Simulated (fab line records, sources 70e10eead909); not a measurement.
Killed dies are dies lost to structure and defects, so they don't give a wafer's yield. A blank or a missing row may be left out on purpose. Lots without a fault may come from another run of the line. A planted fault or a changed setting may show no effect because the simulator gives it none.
Chamber matching | flow nand_harc | NHARC_A_STAIRCASE_ETCH_444 on rie_diel-09: 4 sister chambers
The step etches the open film in C4F8/O2, target depth 10200 nm, time 3400 s. 4 wafers are shown with their chamber, then 10 later ones without.

WAFERS WITH THEIR CHAMBER
wafer  | chamber | rf_vpp_V (V)
L082.4 | 3       | 807
L085.2 | 2       | 807
L085.4 | 1       | 815
L085.5 | 0       | 800

WAFERS WITHOUT THEIR CHAMBER
wafer  | rf_vpp_V (V)
L085.6 | 808
L087.1 | 807
L087.2 | 806
L087.3 | 802
L087.4 | 814
L087.5 | 807
L087.6 | 808
L091.1 | 816
L091.3 | 800
L091.4 | 807

WHICH CHAMBER EACH WENT THROUGH
wafer  | from the rows above     | in truth
L085.6 | can't be placed: 2 or 3 | 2
L087.1 | can't be placed: 2 or 3 | 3
L087.2 | can't be placed: 2 or 3 | 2
L087.3 | 0                       | 0
L087.4 | 1                       | 1
L087.5 | can't be placed: 2 or 3 | 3
L087.6 | can't be placed: 2 or 3 | 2
L091.1 | 1                       | 1
L091.3 | 0                       | 0
L091.4 | can't be placed: 2 or 3 | 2
Placed correctly: 4 of 10. Can't be placed from these rows: 6 (the true chamber is among the candidates in 6). Placed wrongly: 0.
How it was worked out, from the rows above alone: a wafer's distance from a chamber is the root of the sum, over the readings, of the square of ((its reading less the chamber's mean) divided by the reading's scatter). The wafer belongs to the nearest chamber; if the next one is less than 2 further off, it can't be placed. A chamber's mean is the mean of its shown wafers. The scatter: with one shown wafer a chamber, the root of the mean of the squares of how far each hidden wafer lies from its nearest shown one.
